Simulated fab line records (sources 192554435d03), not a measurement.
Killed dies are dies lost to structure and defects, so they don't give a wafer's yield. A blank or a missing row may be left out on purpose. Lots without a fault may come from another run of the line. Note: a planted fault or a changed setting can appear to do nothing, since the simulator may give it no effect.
fab line records	flow n5Finfet
[record] lots = 14	wafers = 42	lastDay = 18
route steps=1938 shown ILD0@341 SDB@361 HKMG_FIN@388
lots untouched by any fault: they come from a run of this same line in which no faults occurred
startH: start of the lot's first displayed wafer, in hours after the record's first day	waitH: time in hours since the lot's previous step	" repeats the value in the row above	L1.1+2: one row covering several wafers at once	- either no value or no given start	* or withheld: withheld	< > ~ a bound
route shown NAME@n: names a module that has steps shown in the file, with the first one's number in the route	usual: mean/standard deviation taken from wafers without a fault	same: alike in all rows	chamber/n: place in a boat	sites: per-site readings	_std_site: the standard deviation of these	_edge_site: outer sites' mean less inner sites'	radiusMm: for every site, how far away it sits from the centre of the wafer	mask NAME#n: copy n	behind: the last tool/chamber to shape the wafer	hold: what put the lot on hold/how long, in hours/how the hold closed	device: whichever transistor did not switch (one of n, p or np)	end of line: the route-end tests of the same wafers	a step without rows: its recipe alone	killed: at the first sort, the dies lost to defects and structure; wafer yield is something else	map: a wafer's dies, marking killed ones x, the rest . and places with no die _
set.NAME: the setting as run; set.NAME@STEP: as run at that earlier step	model.NAME: the simulator's own value behind a step, which no gauge read
the route's steps for a sample of lots (tables are steps, rows are wafers)
services: when a tool's chamber went out of use (startH, in hours from the record's first day, below 0 if earlier), for how many hours, and the reason
[[steps]]
[step N5_ILD0_THK_MEAS_08]
[usual] thkNm = 138.7/1.2
lot.wafer	tool	chamber	startH	waitH	thkNm
L703.2	filmMetro-02	-	62.05	-	136.8
L703.3	"	-	"	"	138.9
L703.4	"	-	"	"	138.8
L704.1	filmMetro-02	-	71.03	-	139.5
L704.2	"	-	"	"	139.6
L704.5	"	-	"	"	139.8
L706.3	filmMetro-02	-	80.40	-	137.5
L706.5	"	-	"	"	136.9
L706.6	"	-	"	"	137.5
L708.1	filmMetro-02	-	91.52	-	137.5
L708.3	"	-	"	"	138.1
L708.5	"	-	"	"	138.8
L709.2	filmMetro-01	-	104.19	-	137.3
L709.5	"	-	"	"	137.1
L709.6	"	-	"	"	136.6
L715.3	filmMetro-02	-	134.49	-	138.0
L715.4	"	-	"	"	138.2
L715.5	"	-	"	"	139.3
L716.1	filmMetro-01	-	140.19	-	139.3
L716.4	"	-	"	"	138.9
L716.5	"	-	"	"	139.6
L717.2	filmMetro-02	-	144.18	-	136.5
L717.3	"	-	"	"	137.9
L717.5	"	-	"	"	138.1
L719.1	filmMetro-02	-	157.30	-	136.9
L719.2	"	-	"	"	136.1
L719.3	"	-	"	"	137.3
L720.3	filmMetro-02	-	164.62	-	139.3
L720.4	"	-	"	"	140.0
L720.6	"	-	"	"	139.2
L721.4	filmMetro-02	-	174.30	-	137.4
L721.5	"	-	"	"	138.9
L721.6	"	-	"	"	138.9
L722.1	filmMetro-02	-	175.62	-	139.2
L722.4	"	-	"	"	139.6
L722.6	"	-	"	"	140.4
L725.1	filmMetro-02	-	192.85	-	139.3
L725.3	"	-	"	"	137.9
L725.4	"	-	"	"	139.3
L726.1	filmMetro-01	-	201.54	-	138.1
L726.3	"	-	"	"	138.3
L726.6	"	-	"	"	138.3
[step N5_SDB_ETCH_18]
[recipe] chemistry = N2/H2	target = SOC	targetDepthA = 1000	overetchA = 200	maskMaterial = SiARC	tempC = 40	timeS = 150	ionEnergyEv = 200	pressureMtorr = 30	sourceW = 840	biasW = 150	n2FlowSccm = 200	h2FlowSccm = 200
[usual] drypumpMotorCurrentA = 5.8/0.46	n2FlowSccm = 199.9/0.59	oesProductAu = 0.70/0.061	rfVppV = 524.7/2.9	showerheadPlenumPTorr = 2.57/0.11	throttleValvePct = 17.85/0.25
[same] timeS = 150
lot.wafer	tool	chamber	startH	waitH	drypumpMotorCurrentA	n2FlowSccm	oesProductAu	rfHoursCounterH	rfVppV	showerheadPlenumPTorr	throttleValvePct
L703.2	rieDiel-02	1	66.16	0.0	6.5	200.0	0.66	178	524.8	2.65	17.94
L703.3	"	3	"	"	5.9	200.0	0.70	95	520.7	2.46	17.52
L703.4	"	0	"	"	5.5	199.1	0.63	217	519.8	2.41	17.84
L704.1	rieDiel-02	2	76.10	0.0	6.1	200.6	0.73	71	528.5	2.68	17.60
L704.2	"	3	"	"	5.9	199.2	0.70	98	520.5	2.46	17.55
L704.5	"	0	"	"	5.5	200.2	0.63	-	522.6	2.41	17.87
L706.3	rieDiel-01	1	84.29	0.0	5.6	200.9	0.82	16	528.7	2.71	17.51
L706.5	"	3	"	"	6.2	199.0	0.72	-	526.5	2.67	17.79
L706.6	"	2	"	"	5.0	199.2	0.65	-	526.9	2.63	18.15
L708.1	rieDiel-01	1	95.55	0.0	5.6	199.8	0.81	21	528.5	2.71	17.53
L708.3	"	2	"	"	5.0	199.6	0.64	207	527.1	2.63	18.16
L708.5	"	3	"	"	6.2	200.2	0.71	-	526.6	2.67	17.79
L709.2	rieDiel-01	3	108.12	0.0	6.2	199.7	0.70	105	527.0	2.67	17.82
L709.5	"	0	"	"	5.7	201.0	0.68	-	522.4	2.44	17.99
L709.6	"	1	"	"	5.6	200.5	0.80	-	527.8	2.71	17.54
L715.3	rieDiel-01	3	138.38	0.0	6.2	199.6	0.70	116	527.3	2.66	17.83
L715.4	"	2	"	"	5.1	199.3	0.63	222	525.9	2.62	18.19
L715.5	"	1	"	"	5.6	200.0	0.79	-	527.2	2.70	17.54
L716.1	rieDiel-02	0	144.62	0.0	5.5	200.1	0.61	241	519.5	2.40	17.87
L716.4	"	2	"	"	6.1	200.1	0.71	97	526.8	2.67	17.65
L716.5	"	0	"	"	5.5	199.2	0.62	-	520.1	2.40	17.89
L717.2	rieDiel-01	0	147.99	0.0	5.6	200.3	0.67	166	521.1	2.43	18.03
L717.3	"	3	"	"	6.1	200.5	0.69	117	528.0	2.66	17.82
L717.5	"	3	"	"	6.2	200.5	0.70	-	527.7	2.66	17.84
L719.1	rieDiel-06	1	161.07	0.0	5.0	198.8	0.82	11	521.7	2.48	17.49
L719.2	"	3	"	"	6.4	200.8	0.70	127	524.4	2.56	18.24
L719.3	"	0	"	"	5.7	199.8	0.82	17	523.9	2.49	17.62
L720.3	rieDiel-02	2	168.55	0.0	6.1	199.1	0.70	106	527.5	2.67	17.66
L720.4	"	1	"	"	6.5	199.9	0.63	-	526.4	2.63	18.00
L720.6	"	3	"	"	5.9	199.9	0.68	-	521.8	2.44	17.61
L721.4	rieDiel-06	2	178.19	0.0	5.4	200.4	0.66	174	525.9	2.64	18.20
L721.5	"	2	"	"	5.5	200.2	0.66	-	525.9	2.64	18.22
L721.6	"	3	"	"	6.4	200.0	0.68	-	524.0	2.56	18.23
L722.1	rieDiel-01	1	179.72	0.0	5.6	199.7	0.77	53	527.6	2.69	17.58
L722.4	"	3	"	"	6.2	200.5	0.70	129	528.7	2.66	17.85
L722.6	"	1	"	"	5.6	200.5	0.76	-	527.2	2.69	17.59
L725.1	rieDiel-02	2	197.29	0.0	6.1	199.9	0.70	118	527.0	2.66	17.69
L725.3	"	0	"	"	5.5	199.7	0.86	4	528.9	2.71	17.51
L725.4	"	0	"	"	5.5	200.2	0.86	-	528.9	2.71	17.51
L726.1	rieDiel-01	2	205.33	0.0	5.0	199.1	0.62	240	526.1	2.61	18.21
L726.3	"	1	"	"	5.6	200.3	0.75	65	527.8	2.69	17.59
L726.6	"	1	"	"	5.6	199.9	0.75	-	527.7	2.69	17.60
[step N5_HKMG_FIN_ALD_74]
[recipe] material = La2O3	targetThkA = 5	tempC = 250	aldPrecursorFamily = La-Cp	aldCoReactant = O3	pulseTimeS = 6	coReactantPulseTimeS = 1	purgeTimeS = 3	coReactantPurgeTimeS = 3
[usual] heaterPowerW = 340/35	precursorPulseHeightRel = 0.998/0.02
lot.wafer	tool	chamber	startH	waitH	heaterPowerW	precursorPulseHeightRel
L703.2	aldHk-01	0	71.10	0.2	315	1.012
L703.3	"	1	"	"	281	1.002
L703.4	"	3	"	"	407	0.998
L704.1	aldHk-03	3	80.92	0.2	314	1.002
L704.2	"	0	"	"	354	1.011
L704.5	"	1	"	"	381	1.000
L706.3	aldHk-03	0	89.92	0.1	337	1.016
L706.5	"	3	"	"	326	1.013
L706.6	"	0	"	"	337	0.988
L708.1	aldHk-03	2	100.86	0.2	373	0.990
L708.3	"	3	"	"	322	1.005
L708.5	"	3	"	"	314	0.999
L709.2	aldHk-01	2	112.92	0.2	351	1.001
L709.5	"	3	"	"	414	0.999
L709.6	"	0	"	"	322	1.008
L715.3	aldHk-02	1	143.22	0.1	321	1.000
L715.4	"	3	"	"	325	0.996
L715.5	"	0	"	"	307	1.003
L716.1	aldHk-03	3	149.66	0.2	317	0.997
L716.4	"	2	"	"	384	0.990
L716.5	"	3	"	"	313	0.963
L717.2	aldHk-01	2	152.95	0.2	337	0.985
L717.3	"	3	"	"	414	1.043
L717.5	"	3	"	"	397	0.990
L719.1	aldHk-03	3	166.17	0.2	315	0.968
L719.2	"	1	"	"	379	1.018
L719.3	"	2	"	"	372	0.987
L720.3	aldHk-03	0	173.56	0.1	344	1.023
L720.4	"	3	"	"	323	0.983
L720.6	"	3	"	"	312	0.994
L721.4	aldHk-03	3	183.37	0.1	317	0.969
L721.5	"	3	"	"	312	0.997
L721.6	"	0	"	"	354	1.029
L722.1	aldHk-01	3	185.03	0.2	405	0.992
L722.4	"	0	"	"	323	0.966
L722.6	"	1	"	"	276	1.012
L725.1	aldHk-02	3	202.14	0.2	315	0.961
L725.3	"	2	"	"	377	1.008
L725.4	"	0	"	"	299	0.978
L726.1	aldHk-01	0	210.09	0.2	336	0.997
L726.3	"	2	"	"	340	0.995
L726.6	"	2	"	"	338	1.010
[step N5_HKMG_FIN_EXPOSE_46]
[recipe] maskId = NDIPOLE	na = 1.35	sourceShape = conventional	sigmaOuter = 0.8	polarization = unpolarized	doseMj = 40
[usual] exposureDoseMJCm2 = 39.98/0.039	focusOffsetNm = 0.0/0.53
lot.wafer	tool	chamber	startH	waitH	mask	exposureDoseMJCm2	focusOffsetNm
L703.2	arfiScanner-02	0	71.52	-	NDIPOLE#0	40.07	0.0
L703.3	"	0	"	"	NDIPOLE#0	40.00	0.6
L703.4	"	0	"	"	NDIPOLE#0	40.00	0.1
L704.1	arfiScanner-03	0	81.34	-	NDIPOLE#0	39.97	0.1
L704.2	"	0	"	"	NDIPOLE#0	39.95	0.0
L704.5	"	0	"	"	NDIPOLE#0	39.98	-0.3
L706.3	arfiScanner-03	0	90.22	-	NDIPOLE#0	39.96	-0.2
L706.5	"	0	"	"	NDIPOLE#0	39.97	-0.2
L706.6	"	0	"	"	NDIPOLE#0	39.98	-0.4
L708.1	arfiScanner-03	-	101.28	-	NDIPOLE#0	-	-
L708.3	"	-	"	"	NDIPOLE#0	-	-
L708.5	"	-	"	"	NDIPOLE#0	-	-
L709.2	arfiScanner-03	-	113.22	-	NDIPOLE#0	-	-
L709.5	"	-	"	"	NDIPOLE#0	-	-
L709.6	"	-	"	"	NDIPOLE#0	-	-
L715.3	arfiScanner-03	0	143.68	-	NDIPOLE#0	39.94	-1.0
L715.4	"	0	"	"	NDIPOLE#0	39.94	-0.5
L715.5	"	0	"	"	NDIPOLE#0	39.93	-0.7
L716.1	arfiScanner-02	0	150.09	-	NDIPOLE#0	40.00	0.1
L716.4	"	0	"	"	NDIPOLE#0	39.98	0.7
L716.5	"	0	"	"	NDIPOLE#0	40.01	0.7
L717.2	arfiScanner-02	0	153.25	-	NDIPOLE#0	39.97	0.7
L717.3	"	0	"	"	NDIPOLE#0	40.00	-0.5
L717.5	"	0	"	"	NDIPOLE#0	39.99	-0.3
L719.1	arfiScanner-03	0	166.59	-	NDIPOLE#0	40.04	0.3
L719.2	"	0	"	"	NDIPOLE#0	40.07	0.2
L719.3	"	0	"	"	NDIPOLE#0	39.97	-0.3
L720.3	arfiScanner-02	0	173.99	-	NDIPOLE#0	40.03	-0.5
L720.4	"	0	"	"	NDIPOLE#0	40.04	-0.2
L720.6	"	0	"	"	NDIPOLE#0	39.99	0.7
L721.4	arfiScanner-03	0	183.80	-	NDIPOLE#0	40.01	-0.3
L721.5	"	0	"	"	NDIPOLE#0	39.99	-0.1
L721.6	"	0	"	"	NDIPOLE#0	40.02	-0.1
L722.1	arfiScanner-03	0	185.32	-	NDIPOLE#0	39.94	0.0
L722.4	"	0	"	"	NDIPOLE#0	39.98	-0.8
L722.6	"	0	"	"	NDIPOLE#0	39.97	-0.6
L725.1	arfiScanner-03	0	202.56	-	NDIPOLE#0	39.87	-0.7
L725.3	"	0	"	"	NDIPOLE#0	39.89	0.6
L725.4	"	0	"	"	NDIPOLE#0	39.98	-0.3
L726.1	arfiScanner-01	0	210.51	-	NDIPOLE#0	39.95	-0.6
L726.3	"	0	"	"	NDIPOLE#0	39.98	-0.7
L726.6	"	0	"	"	NDIPOLE#0	39.97	0.1
[[services]]
tool	chamber	startH	hours	kind
arfiScanner-01	-	47.67	120.0	pm
rieDiel-06	-	57.20	3.8	repair
rieDiel-01	1	64.71	3.8	repair
arfiScanner-03	-	65.00	0.8	pm
arfiScanner-02	-	103.04	0.8	pm
arfiScanner-02	-	108.00	6.0	pm
arfiScanner-02	-	114.00	1.3	pm
arfiScanner-03	-	115.30	1.3	pm
aldHk-03	-	132.21	1.3	repair
arfiScanner-03	-	134.79	1.3	repair
arfiScanner-02	-	142.85	1.0	pm
arfiScanner-03	-	146.12	0.9	repair
arfiScanner-03	-	148.21	3.1	pm
rieDiel-06	-	152.14	4.3	pm
arfiScanner-03	-	160.71	4.9	pm
rieDiel-02	-	161.27	0.4	repair
arfiScanner-01	-	167.67	1.3	pm
rieDiel-01	2	185.30	17.7	repair
arfiScanner-03	-	190.18	1.0	pm
rieDiel-02	1	195.81	5.5	repair
arfiScanner-03	-	197.98	1.0	pm
rieDiel-02	3	198.03	6.0	repair
aldHk-03	-	203.77	14.6	pm
arfiScanner-02	-	210.25	1.0	pm
[[key]]
[firstSign] step = N5_HKMG_FIN_EXPOSE_46	reading = toolRecord	direction = missing
effect none on later readings
metAt N5_HKMG_FIN_EXPOSE_46
struckLots L708,L709
laterRowsLeftOut L708.1,L708.3,L708.5,L709.2,L709.5,L709.6
sortLeftOut L708.1,L708.3,L708.5,L709.2,L709.5,L709.6
notActingAt N5_ILD0_THK_MEAS_08,N5_SDB_ETCH_18,N5_HKMG_FIN_ALD_74
onsetBetween 90.22 101.28
[fault] kind = skippedStepWhole	tool = arfiScanner-03	chamber = -	onsetH = 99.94	steps = N5_HKMG_FIN_EXPOSE_46	scope = struckLotsOnly
// sortLeftOut: the simulated sort isn't trusted on such a fault, so these wafers' sort isn't shown, and their yield isn't known
// laterRowsLeftOut: the simulator's readings of these wafers behind a module that went badly wrong aren't trusted and aren't shown, but for the sort
